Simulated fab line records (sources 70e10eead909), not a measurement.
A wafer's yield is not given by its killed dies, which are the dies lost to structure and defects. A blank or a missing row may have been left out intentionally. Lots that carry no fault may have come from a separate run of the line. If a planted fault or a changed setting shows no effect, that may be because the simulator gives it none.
The tool behind it: which one?    flow nand harc    72 wafers from 24 lots sampled at 6 of the route's 1159 steps

## WHAT EACH GAUGE READ, for each wafer
The record holds no reading of a measuring or inspecting step that can be judged against a usual standard deviation.

## WHICH TOOL RAN EACH LOT (tool, then ch and the chambers of the sampled wafers, then the start)
lot   NHARC_A_CHANNEL_FILL_D1_ETCHBACK_19  NHARC_A_CHANNEL_FILL_D1_STRIP_29               NHARC_A_STAIRCASE_DEP_156        NHARC_A_STAIRCASE_ETCH_13                      NHARC_A_STAIRCASE_DESCUM_219        NHARC_A_STAIRCASE_STRIP_238
L074  rie si-03 ch 1,3, day 9 12:16        rie diel-01 ch 0,1, day 10 12:11 or earlier    pecvd-02 ch 0,1,2, day 10 12:11  rie diel-12 ch 1,2, day 10 22:35 or earlier    rie diel-11 ch 0,2,3, day 10 22:35  plasma asher-02 ch 0,1, day 11 00:45
L077  rie si-05 ch 0,1,2, day 10 03:43     rie diel-01 ch 2,3, day 11 03:31 or earlier    pecvd-02 ch 0,2, day 11 03:31    rie diel-05 ch 0,1,2, day 11 13:38 or earlier  rie diel-05 ch 0,1, day 11 13:38    plasma asher-01 ch 0,1, day 11 16:07
L075  rie si-03 ch 2,3, day 10 03:44       rie diel-09 ch 0,1, day 10 21:36               pecvd-03 ch 0,2, day 11 03:28    rie diel-11 ch 0,1,3, day 11 14:24 or earlier  rie diel-05 ch 0,3, day 11 14:24    plasma asher-02 ch 0, day 11 16:38
L078  rie si-05 ch 1,2, day 10 12:10       rie diel-01 ch 0,2,3, day 11 12:19 or earlier  pecvd-01 ch 0,1,2, day 11 12:19  rie diel-11 ch 0,1, day 11 23:50 or earlier    rie diel-12 ch 0,1,3, day 11 23:50  plasma asher-01 ch 0, day 12 02:17
L076  rie si-04 ch 0,1,2, day 10 12:10     rie diel-09 ch 0,1, day 11 12:31 or earlier    pecvd-01 ch 0,1, day 11 12:31    rie diel-12 ch 1,2,3, day 11 23:20 or earlier  rie diel-12 ch 0,2,3, day 11 23:20  plasma asher-01 ch 0,1, day 12 05:34
L079  rie si-05 ch 0,3, day 10 18:33       rie diel-01 ch 0,2,3, day 11 18:37 or earlier  pecvd-02 ch 0,1,2, day 11 18:37  rie diel-05 ch 1,2,3, day 12 08:08 or earlier  rie diel-12 ch 0,1,3, day 12 08:08  plasma asher-02 ch 0,1, day 12 14:23
L080  rie si-03 ch 1,2, day 10 22:17       rie diel-01 ch 0,2,3, day 11 22:18 or earlier  pecvd-01 ch 1,2, day 11 22:18    rie diel-11 ch 1,2, day 12 12:16 or earlier    rie diel-12 ch 0,1, day 12 12:16    plasma asher-02 ch 0,1, day 12 16:17
L081  rie si-05 ch 0,1,2, day 10 22:17     rie diel-01 ch 0,2,3, day 11 22:14 or earlier  pecvd-02 ch 0,1,2, day 11 22:14  rie diel-05 ch 0,1,3, day 12 11:20 or earlier  rie diel-05 ch 0,1,3, day 12 11:20  plasma asher-02 ch 0,1, day 12 15:02
L083  rie si-05 ch 2,3, day 11 13:59       rie diel-09 ch 0,1,2, day 12 13:57 or earlier  pecvd-03 ch 0,1,2, day 12 13:57  rie diel-05 ch 0,2,3, day 13 02:01 or earlier  rie diel-05 ch 0,3, day 13 02:01    plasma asher-01 ch 0,1, day 13 05:55
L082  rie si-03 ch 0,1,2, day 11 13:59     rie diel-03 ch 0,1, day 12 13:49 or earlier    pecvd-01 ch 0,2, day 12 13:49    rie diel-11 ch 1,2, day 13 01:28 or earlier    rie diel-12 ch 0,2,3, day 13 01:28  plasma asher-02 ch 0,1, day 13 04:10
L084  rie si-03 ch 1,2, day 11 19:13       rie diel-03 ch 1,2, day 12 19:06 or earlier    pecvd-01 ch 0,1,2, day 12 19:06  rie diel-12 ch 0,3, day 13 06:56 or earlier    rie diel-11 ch 0,2,3, day 13 06:56  plasma asher-01 ch 0,1, day 13 10:17
L085  rie si-05 ch 2,3, day 12 10:16       rie diel-01 ch 0,2, day 13 10:50 or earlier    pecvd-01 ch 0,2, day 13 10:50    rie diel-05 ch 0,3, day 13 20:46 or earlier    rie diel-12 ch 0,2,3, day 13 20:46  plasma asher-01 ch 0,1, day 13 23:32
L086  rie si-05 ch 0,2,3, day 12 18:02     rie diel-09 ch 1,3, day 13 18:31 or earlier    pecvd-02 ch 1,2, day 13 18:31    rie diel-11 ch 0,1,2, day 14 05:19 or earlier  rie diel-12 ch 0,1,2, day 14 05:19  plasma asher-02 ch 0,1, day 14 08:03
L087  rie si-03 ch 0,1, day 12 18:02       rie diel-01 ch 0,2, day 13 18:20 or earlier    pecvd-03 ch 1,2, day 13 18:20    rie diel-11 ch 1,2,3, day 14 05:02 or earlier  rie diel-11 ch 0,1,2, day 14 05:02  plasma asher-01 ch 1, day 14 07:15
L090  rie si-03 ch 1,2,3, day 13 14:50     rie diel-09 ch 0,1,3, day 14 14:46 or earlier  pecvd-01 ch 0,2, day 14 14:46    rie diel-05 ch 0,2, day 15 03:30 or earlier    rie diel-05 ch 1,2,3, day 15 03:30  plasma asher-01 ch 1, day 15 05:58
L088  rie si-04 ch 0,1,2, day 13 14:52     rie diel-09 ch 1,2,3, day 14 14:48 or earlier  pecvd-02 ch 1,2, day 14 14:48    rie diel-11 ch 1,3, day 15 02:54 or earlier    rie diel-12 ch 0,1, day 15 02:54    plasma asher-02 ch 0, day 15 05:14
L089  rie si-05 ch 1,3, day 13 19:19       rie diel-09 ch 1,2,3, day 14 19:53 or earlier  pecvd-02 ch 1,2, day 14 19:53    rie diel-05 ch 1,2,3, day 15 07:35 or earlier  rie diel-12 ch 0,2,3, day 15 07:35  plasma asher-02 ch 0,1, day 15 10:00
L091  rie si-03 ch 0,1,2, day 13 19:19     rie diel-03 ch 2,3, day 14 22:53 or earlier    pecvd-01 ch 0,1,2, day 14 22:53  rie diel-12 ch 1,2,3, day 15 09:46 or earlier  rie diel-11 ch 2,3, day 15 09:46    plasma asher-01 ch 0,1, day 15 12:14
L093  rie si-05 ch 2,3, day 13 23:46       rie diel-01 ch 1,3, day 14 23:00 or earlier    pecvd-03 ch 1,2, day 14 23:00    rie diel-11 ch 2,3, day 15 10:05 or earlier    rie diel-12 ch 0,1,2, day 15 10:05  plasma asher-01 ch 0,1, day 15 13:01
L092  rie si-03 ch 1,2,3, day 13 23:47     rie diel-09 ch 0,2,3, day 15 06:23 or earlier  pecvd-01 ch 0,2, day 15 06:23    rie diel-12 ch 0,1,3, day 15 19:50 or earlier  rie diel-11 ch 0,1,2, day 15 19:50  plasma asher-02 ch 0,1, day 15 22:02
L096  rie si-04 ch 1,2, day 14 23:20       rie diel-09 ch 1,2, day 15 23:27 or earlier    pecvd-03 ch 0,1,2, day 15 23:27  rie diel-05 ch 0,2,3, day 16 10:32 or earlier  rie diel-12 ch 1,2, day 16 10:32    plasma asher-02 ch 0,1, day 16 15:59
L094  rie si-05 ch 0,1,2, day 15 02:58     rie diel-01 ch 1,2, day 16 02:58 or earlier    pecvd-03 ch 1,2, day 16 02:58    rie diel-11 ch 0,3, day 16 14:53 or earlier    rie diel-12 ch 0,2, day 16 14:53    plasma asher-02 ch 0,1, day 16 18:42
L097  rie si-04 ch 0,3, day 15 02:58       rie diel-03 ch 0,3, day 16 02:57 or earlier    pecvd-02 ch 0,1,2, day 16 02:57  rie diel-12 ch 0,1,2, day 16 14:50 or earlier  rie diel-12 ch 0,3, day 16 14:50    plasma asher-01 ch 0,1, day 16 18:50
L095  rie si-05 ch 2,3, day 15 08:34       rie diel-01 ch 0,2, day 16 09:22 or earlier    pecvd-03 ch 1,2, day 16 09:22    rie diel-12 ch 2,3, day 16 22:56 or earlier    rie diel-11 ch 0,1,2, day 16 22:56  plasma asher-02 ch 0,1, day 17 01:43
- NHARC_A_CHANNEL_FILL_D1_ETCHBACK_19: etches the open film in HBr/Cl2, target depth 5 nm, time 1.7 s.
- NHARC_A_CHANNEL_FILL_D1_STRIP_29: strips in O2, time 20 s.
- NHARC_A_STAIRCASE_DEP_156: deposits SiNx, target thk 50 nm.
- NHARC_A_STAIRCASE_ETCH_13: etches the open film in C4F8/O2, target depth 100 nm, time 40.5 s.
- NHARC_A_STAIRCASE_DESCUM_219: chemistry O2, time 3 s.
- NHARC_A_STAIRCASE_STRIP_238: strips in O2.

## WHAT THE TOOLS THEMSELVES READ (means of the sampled wafers that have a number; where no wafer has one, the mark that the record gives instead)
NHARC_A_CHANNEL_FILL_D1_ETCHBACK_19. Usual: drypump motor current A 5.7 A, standard deviation 0.37; hbr flow sccm 149.9 sccm, standard deviation 0.44; oes product au 0.998 a.u., standard deviation 0.013; throttle valve pct 26.404 %, standard deviation 0.0092.
lot   tool       drypump motor current A (A)  hbr flow sccm (sccm)  oes product au (a.u.)  throttle valve pct (%)  flag
L074  rie si-03  5.6                          150.0                 1.005                  26.407                  
L077  rie si-05  5.5                          150.0                 0.988                  26.399                  
L075  rie si-03  6.2                          150.0                 0.997                  26.411                  
L078  rie si-05  5.6                          149.4                 0.997                  26.407                  
L076  rie si-04  5.7                          150.0                 1.015                  26.406                  
L079  rie si-05  5.6                          150.0                 1.001                  26.405                  
L080  rie si-03  5.7                          149.4                 1.003                  26.403                  
L081  rie si-05  5.6                          149.5                 0.996                  26.404                  
L083  rie si-05  5.8                          150.0                 0.994                  26.407                  
L082  rie si-03  5.6                          149.7                 1.002                  26.422                  
L084  rie si-03  5.7                          149.8                 1.003                  26.409                  
L085  rie si-05  5.7                          150.0                 0.997                  26.399                  
L086  rie si-05  5.7                          149.9                 0.985                  26.399                  
L087  rie si-03  5.3                          150.1                 1.013                  26.402                  
L090  rie si-03  5.9                          149.9                 1.008                  26.405                  
L088  rie si-04  5.7                          149.7                 1.002                  26.396                  
L089  rie si-05  5.4                          149.6                 1.001                  26.403                  
L091  rie si-03  5.6                          150.2                 1.011                  26.396                  
L093  rie si-05  5.8                          149.7                 0.989                  26.409                  
L092  rie si-03  5.9                          149.8                 1.000                  26.401                  
L096  rie si-04  5.4                          149.8                 1.002                  26.401                  
L094  rie si-05  5.5                          149.9                 0.981                  26.403                  
L097  rie si-04  6.0                          150.6                 1.008                  26.411                  
L095  rie si-05  5.8                          150.1                 0.994                  26.404                  

NHARC_A_CHANNEL_FILL_D1_STRIP_29. Usual: drypump motor current A 5.7 A, standard deviation 0.42; oes product au 0.999 a.u., standard deviation 0.013; rf vpp V 57.8 V, standard deviation 0.88; showerhead plenum p Torr 3.56 Torr, standard deviation 0.16; throttle valve pct 17.037 %, standard deviation 0.0086.
lot   tool         drypump motor current A (A)  oes product au (a.u.)  rf vpp V (V)  showerhead plenum p Torr (Torr)  throttle valve pct (%)  flag
L074  rie diel-01  5.6                          1.001                  57.9          3.64                             17.030                  
L077  rie diel-01  5.7                          0.990                  57.9          3.42                             17.040                  
L075  rie diel-09  5.1                          0.999                  58.9          3.71                             17.046                  
L078  rie diel-01  5.9                          0.995                  57.8          3.52                             17.033                  
L076  rie diel-09  5.1                          1.007                  58.3          3.71                             17.028                  
L079  rie diel-01  5.9                          0.998                  57.4          3.52                             17.026                  
L080  rie diel-01  5.9                          0.995                  58.2          3.52                             17.032                  
L081  rie diel-01  5.9                          0.997                  57.7          3.52                             17.037                  
L083  rie diel-09  5.4                          1.006                  56.9          3.69                             17.035                  
L082  rie diel-03  6.0                          0.994                  58.4          3.38                             17.029                  
L084  rie diel-03  5.9                          0.993                  57.1          3.45                             17.039                  
L085  rie diel-01  5.6                          0.988                  58.1          3.55                             17.038                  
L086  rie diel-09  5.3                          0.998                  58.0          3.67                             17.037                  
L087  rie diel-01  5.8                          0.991                  57.5          3.65                             17.039                  
L090  rie diel-09  5.4                          0.993                  58.1          3.58                             17.044                  
L088  rie diel-09  5.6                          1.008                  58.3          3.66                             17.022                  
L089  rie diel-09  5.6                          1.007                  57.7          3.66                             17.040                  
L091  rie diel-03  5.9                          0.981                  58.1          3.61                             17.041                  
L093  rie diel-01  5.9                          1.000                  58.0          3.42                             17.049                  
L092  rie diel-09  5.7                          1.004                  58.5          3.57                             17.030                  
L096  rie diel-09  5.6                          1.007                  58.4          3.76                             17.042                  
L094  rie diel-01  5.4                          0.989                  58.1          3.49                             17.042                  
L097  rie diel-03  6.2                          1.007                  58.1          3.48                             17.031                  
L095  rie diel-01  5.6                          0.996                  57.6          3.55                             17.042                  

NHARC_A_STAIRCASE_DEP_156. Usual: heater power outer w 439 W, standard deviation 61; heater power w 730 W, standard deviation 110.
lot   tool      heater power outer w (W)  heater power w (W)  flag
L074  pecvd-02  441                       751                 
L077  pecvd-02  454                       785                 
L075  pecvd-03  441                       740                 
L078  pecvd-01  434                       687                 
L076  pecvd-01  495                       794                 
L079  pecvd-02  441                       778                 
L080  pecvd-01  388                       592                 
L081  pecvd-02  437                       762                 
L083  pecvd-03  441                       746                 
L082  pecvd-01  438                       702                 
L084  pecvd-01  402                       645                 
L085  pecvd-01  459                       685                 
L086  pecvd-02  496                       814                 
L087  pecvd-03  435                       741                 
L090  pecvd-01  437                       666                 
L088  pecvd-02  426                       740                 
L089  pecvd-02  477                       782                 
L091  pecvd-01  418                       666                 
L093  pecvd-03  435                       791                 
L092  pecvd-01  438                       659                 
L096  pecvd-03  413                       735                 
L094  pecvd-03  417                       758                 
L097  pecvd-02  468                       795                 
L095  pecvd-03  441                       774                 

NHARC_A_STAIRCASE_ETCH_13. Usual: oes product au 0.936 a.u., standard deviation 0.017; rf vpp V 896 V, standard deviation 6.8.
lot   tool         oes product au (a.u.)  rf vpp V (V)  flag
L074  rie diel-12  0.932                  895           
L077  rie diel-05  0.908                  892           
L075  rie diel-11  0.930                  894           
L078  rie diel-11  0.933                  899           
L076  rie diel-12  0.948                  898           
L079  rie diel-05  0.946                  891           
L080  rie diel-11  0.937                  905           
L081  rie diel-05  0.938                  892           
L083  rie diel-05  0.949                  891           
L082  rie diel-11  0.966                  904           
L084  rie diel-12  0.932                  900           
L085  rie diel-05  0.948                  891           
L086  rie diel-11  0.938                  899           
L087  rie diel-11  0.945                  899           
L090  rie diel-05  0.915                  892           
L088  rie diel-11  0.964                  898           
L089  rie diel-05  0.920                  891           
L091  rie diel-12  0.943                  898           
L093  rie diel-11  0.921                  899           
L092  rie diel-12  0.914                  902           
L096  rie diel-05  0.945                  896           
L094  rie diel-11  0.932                  889           
L097  rie diel-12  0.931                  898           
L095  rie diel-12  0.933                  892           

NHARC_A_STAIRCASE_DESCUM_219. Usual: drypump motor current A 5.8 A, standard deviation 0.44; oes product au 0.995 a.u., standard deviation 0.013; rf vpp V 57.9 V, standard deviation 0.95; showerhead plenum p Torr 1.93 Torr, standard deviation 0.1; throttle valve pct 11.310 %, standard deviation 0.0087.
lot   tool         drypump motor current A (A)  oes product au (a.u.)  rf vpp V (V)  showerhead plenum p Torr (Torr)  throttle valve pct (%)  flag
L074  rie diel-11  6.1                          0.985                  57.2          1.90                             11.313                  
L077  rie diel-05  5.1                          0.993                  57.3          1.89                             11.301                  
L075  rie diel-05  5.3                          1.000                  57.3          1.85                             11.311                  
L078  rie diel-12  5.9                          0.991                  57.3          2.02                             11.316                  
L076  rie diel-12  5.7                          0.992                  57.4          1.93                             11.308                  
L079  rie diel-12  5.9                          1.000                  58.8          2.01                             11.303                  
L080  rie diel-12  6.0                          0.993                  58.4          2.04                             11.310                  
L081  rie diel-05  5.6                          1.000                  57.6          1.85                             11.312                  
L083  rie diel-05  5.3                          0.994                  56.8          1.85                             11.302                  
L082  rie diel-12  5.7                          0.995                  58.6          1.93                             11.308                  
L084  rie diel-11  6.2                          0.994                  57.4          1.89                             11.315                  
L085  rie diel-12  5.6                          0.993                  58.5          1.93                             11.321                  
L086  rie diel-12  5.8                          0.978                  57.2          1.95                             11.319                  
L087  rie diel-11  5.9                          0.998                  58.7          1.97                             11.301                  
L090  rie diel-05  6.1                          0.997                  57.9          1.82                             11.304                  
L088  rie diel-12  6.0                          0.987                  58.7          2.01                             11.317                  
L089  rie diel-12  5.6                          0.989                  58.2          1.92                             11.308                  
L091  rie diel-11  6.4                          0.996                  57.4          1.88                             11.312                  
L093  rie diel-12  5.8                          0.984                  58.8          1.95                             11.305                  
L092  rie diel-11  5.8                          1.007                  57.4          1.97                             11.309                  
L096  rie diel-12  5.7                          0.991                  58.1          1.97                             11.311                  
L094  rie diel-12  5.9                          0.976                  57.7          1.92                             11.308                  
L097  rie diel-12  5.8                          0.987                  58.2          1.97                             11.317                  
L095  rie diel-11  5.8                          1.003                  57.9          1.97                             11.308                  

NHARC_A_STAIRCASE_STRIP_238. Usual: drypump motor current A 6.2 A, standard deviation 0.33; heater power w 310 W, standard deviation 37.
lot   tool             drypump motor current A (A)  heater power w (W)  flag
L074  plasma asher-02  6.0                          283                 
L077  plasma asher-01  6.5                          342                 
L075  plasma asher-02  5.7                          271                 
L078  plasma asher-01  6.5                          373                 
L076  plasma asher-01  6.5                          359                 
L079  plasma asher-02  6.0                          287                 
L080  plasma asher-02  5.8                          280                 
L081  plasma asher-02  5.8                          279                 
L083  plasma asher-01  6.5                          353                 
L082  plasma asher-02  6.0                          283                 
L084  plasma asher-01  6.5                          335                 
L085  plasma asher-01  6.5                          352                 
L086  plasma asher-02  6.0                          284                 
L087  plasma asher-01  6.5                          319                 
L090  plasma asher-01  6.5                          316                 
L088  plasma asher-02  5.7                          274                 
L089  plasma asher-02  6.0                          284                 
L091  plasma asher-01  6.5                          348                 
L093  plasma asher-01  6.5                          337                 
L092  plasma asher-02  6.0                          285                 
L096  plasma asher-02  6.0                          288                 
L094  plasma asher-02  6.0                          285                 
L097  plasma asher-01  6.5                          326                 
L095  plasma asher-02  6.0                          287                 

## THE ANSWER, worked out from the rows above alone
Rule: a lot is off if the mean of its wafers that have a number lies more than 3 standard deviations from the usual mean. Also off: a lot with no number at a reading for which 4 or more lots have one. Any other lot the step has rows for is counted as sound. Order of review: gauges by route order, followed by the tools' own readings, for which a lot's mean as printed above is used. At the first step where some lot is off, the reading lying furthest off is the one used; lots without a number count as furthest.
No lot is off on any of the readings shown, so nothing can be concluded from this.

## WHAT WAS PUT IN BY THE SIMULATOR
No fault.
